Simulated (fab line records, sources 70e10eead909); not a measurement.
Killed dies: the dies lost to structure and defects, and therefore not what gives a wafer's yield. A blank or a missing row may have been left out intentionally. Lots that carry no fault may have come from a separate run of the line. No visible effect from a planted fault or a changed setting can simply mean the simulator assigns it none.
Which tool is to blame?    flow nand harc    Sampling: 12 lots, 36 wafers, 6 of 1302 route steps

## WHAT EACH GAUGE READ, for each wafer
NHARC_A_CHANNEL_FILL_D1_INSPECT_13. Usual: raw defect count 311, standard deviation 130.
lot   measured      on                 raw defect count  flag
L802  day 11 20:31  defect inspect-01  383 163 176       
L804  day 12 13:16  defect inspect-01  237 263 265       
L805  day 12 13:15  defect inspect-02  308 282 147       
L809  day 14 09:39  defect inspect-02  314 215 144       
L808  day 14 09:38  defect inspect-01  310 288 235       
L810  day 15 00:15  defect inspect-01  345 166 158       
L814  day 17 03:06  defect inspect-02  367 200 409       
L815  day 17 03:05  defect inspect-02  407 354 328       
L816  day 17 15:38  defect inspect-01  249 332 187       
L820  day 19 11:41  defect inspect-01  369 331 328       
L822  day 20 00:00  defect inspect-02  299 145 191       
L823  day 20 13:07  defect inspect-02  203 215 204       

NHARC_A_ONON_D2_THK_MEAS_14: measures by ellipsometry. Usual: thk nm 1001 nm, standard deviation 11.
lot   measured      on             thk nm (nm)     flag
L802  day 13 12:14  film metro-01  1012 1013 1012  
L804  day 14 00:53  film metro-02  1005 1005 1007  
L805  day 14 00:44  film metro-01  1006 1005 1006  
L809  day 15 20:53  film metro-01  1002 1003 1003  
L808  day 15 20:41  film metro-01  998 999 998     
L810  day 16 14:37  film metro-01  1003 1002 1003  
L814  day 18 18:46  film metro-01  985 985 985     
L815  day 18 18:46  film metro-02  1539 994 1540   OFF
L816  day 19 05:23  film metro-01  996 1543 995    OFF
L820  day 20 23:02  film metro-02  1025 1022 1025  
L822  day 21 12:46  film metro-01  1013 1015 1014  
L823  day 22 12:07  film metro-01  1003 1001 1000  

NHARC_END_SORT_01. Usual: killed at array 56, standard deviation 19; killed at other 1.0, standard deviation 1.3; killed at periphery 3.8, standard deviation 2.2; killed dies 61, standard deviation 19; killed open 3.1, standard deviation 1.9; killed short 2.3, standard deviation 1.5.
lot   measured      on         killed at array  killed at other  killed at periphery  killed dies  killed open  killed short  flag
L810  day 28 01:10  prober-01  58 67 52         2 2 2            5 6 3                65 75 57     3 3 2        2 1 2         
L815  day 30 17:17  prober-02  676 50 674       0 0 1            1 2 2                677 52 677   3 4 3        3 3 2         OFF
L816  day 31 15:49  prober-02  75 673 69        0 0 0            5 4 7                80 677 76    1 5 6        3 3 0         OFF

## WHICH TOOL RAN EACH LOT (tool, then ch and the chambers of the sampled wafers, then the start)
lot   NHARC_A_CHANNEL_FILL_D1_ETCHBACK_19  NHARC_A_CHANNEL_FILL_D1_ETCHBACK_20  NHARC_A_ONON_D2_DEP_12
L802  rie si-01 ch 0,2, day 10 18:32       rie diel-09 ch 0,1,2, day 10 18:40   pecvd onon-01 ch 0, day 13 11:43
L804  rie si-02 ch 1,2,3, day 11 13:32     rie diel-09 ch 1,3, day 11 13:39     pecvd onon-01 ch 0, day 14 00:29
L805  rie si-01 ch 0,3, day 11 13:33       rie diel-11 ch 0,3, day 11 13:41     pecvd onon-02 ch 0, day 14 00:13
L809  rie si-02 ch 0,2,3, day 13 09:20     rie diel-11 ch 0,2,3, day 13 09:28   pecvd onon-01 ch 0, day 15 20:22
L808  rie si-03 ch 0,3, day 13 09:20       rie diel-09 ch 0,3, day 13 09:28     pecvd onon-04 ch 0, day 15 20:17
L810  rie si-03 ch 1,2,3, day 13 22:43     rie diel-13 ch 0,2,3, day 13 22:53   pecvd onon-01 ch 0, day 16 14:10
L814  rie si-02 ch 0,1,2, day 16 02:23     rie diel-09 ch 0,1,2, day 16 02:34   pecvd onon-02 ch 0, day 18 18:22
L815  rie si-01 ch 0,2,3, day 16 02:24     rie diel-11 ch 0,1,2, day 16 02:33   pecvd onon-01 ch 0, day 18 18:22
L816  rie si-03 ch 1,2,3, day 16 16:03     rie diel-09 ch 0,1,3, day 16 16:13   pecvd onon-01 ch 0, day 19 04:56
L820  rie si-02 ch 1,2, day 18 11:21       rie diel-09 ch 0,1,3, day 18 11:31   pecvd onon-04 ch 0, day 20 22:40
L822  rie si-01 ch 0,1,2, day 19 00:13     rie diel-13 ch 1,2,3, day 19 00:21   pecvd onon-02 ch 0, day 21 12:16
L823  rie si-01 ch 0,1,2, day 19 13:19     rie diel-11 ch 2,3, day 19 13:26     pecvd onon-02 ch 0, day 22 11:36
- NHARC_A_CHANNEL_FILL_D1_ETCHBACK_19: etches the open film in HBr/Cl2, target depth 5 nm, time 1.7 s.
- NHARC_A_CHANNEL_FILL_D1_ETCHBACK_20: etches the open film in C4F8/O2/Ar, target depth 27 nm, time 13.5 s.
- NHARC_A_ONON_D2_DEP_12: target thk 1000 nm.

## WHAT THE TOOLS THEMSELVES READ (means of the sampled wafers that have a number; where no wafer has one, the mark that the record gives instead)
NHARC_A_CHANNEL_FILL_D1_ETCHBACK_19. Usual: drypump motor current A 5.8 A, standard deviation 0.4; hbr flow sccm 150.0 sccm, standard deviation 0.46; mfc cl2 sccm 50.00 sccm, standard deviation 0.14; oes product au 0.994 a.u., standard deviation 0.0092; throttle valve pct 26.405 %, standard deviation 0.0088.
lot   tool       drypump motor current A (A)  hbr flow sccm (sccm)  mfc cl2 sccm (sccm)  oes product au (a.u.)  throttle valve pct (%)  flag
L802  rie si-01  6.3                          150.2                 50.03                0.988                  26.395                  
L804  rie si-02  6.0                          150.1                 50.02                0.991                  26.407                  
L805  rie si-01  6.2                          149.8                 49.95                0.997                  26.400                  
L809  rie si-02  6.3                          149.5                 49.96                1.002                  26.400                  
L808  rie si-03  5.3                          149.9                 50.03                0.983                  26.416                  
L810  rie si-03  5.5                          150.2                 49.97                0.987                  26.408                  
L814  rie si-02  5.9                          150.1                 49.90                0.991                  26.406                  
L815  rie si-01  6.2                          149.7                 50.00                1.001                  26.400                  
L816  rie si-03  5.5                          150.0                 49.93                0.989                  26.404                  
L820  rie si-02  5.7                          149.8                 50.14                0.994                  26.408                  
L822  rie si-01  5.9                          150.2                 50.06                1.002                  26.399                  
L823  rie si-01  5.9                          149.4                 49.95                0.993                  26.400                  

NHARC_A_CHANNEL_FILL_D1_ETCHBACK_20. Usual: oes product au 0.97 a.u., standard deviation 0.032; rf vpp V 979 V, standard deviation 6.
lot   tool         oes product au (a.u.)  rf vpp V (V)  flag
L802  rie diel-09  1.01                   975           
L804  rie diel-09  0.99                   979           
L805  rie diel-11  0.92                   985           
L809  rie diel-11  0.99                   985           
L808  rie diel-09  0.98                   973           
L810  rie diel-13  0.92                   979           
L814  rie diel-09  0.99                   976           
L815  rie diel-11  0.93                   980           
L816  rie diel-09  0.99                   974           
L820  rie diel-09  0.93                   975           
L822  rie diel-13  0.97                   978           
L823  rie diel-11  1.01                   987           

## THE ANSWER, worked out from the rows above alone
Rule: a lot counts as off when the mean over its wafers that have a number is more than 3 standard deviations away from the usual mean. Also off: a lot with no number at a reading for which 4 or more lots have one. The other lots that the step has rows for count as sound. First the gauges in route order, then the tools' own readings, where a lot's mean is used as printed above. At the first step where some lot is off, the reading lying furthest off is the one used; lots without a number count as furthest.
Off at NHARC_A_ONON_D2_THK_MEAS_14 (thk nm): L815, L816.
A tool fits if, at a process step before that reading, it ran every lot that is off, and no sound lot after the first of them. Not tried: the gauges at NHARC_A_ONON_D2_THK_MEAS_14; whatever is off there is also off at NHARC_END_SORT_01, on other tools, and gauge error can't account for it. One fits: pecvd onon-01 at NHARC_A_ONON_D2_DEP_12. Its last sound lot is L810 (day 16 14:10), its first lot that is off L815 (day 18 18:22): a fault that began between those two fits.

## WHAT WAS PUT IN BY THE SIMULATOR
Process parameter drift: pecvd onon-01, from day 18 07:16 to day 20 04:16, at NHARC_A_ONON_D2_DEP_12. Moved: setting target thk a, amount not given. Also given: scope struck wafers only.
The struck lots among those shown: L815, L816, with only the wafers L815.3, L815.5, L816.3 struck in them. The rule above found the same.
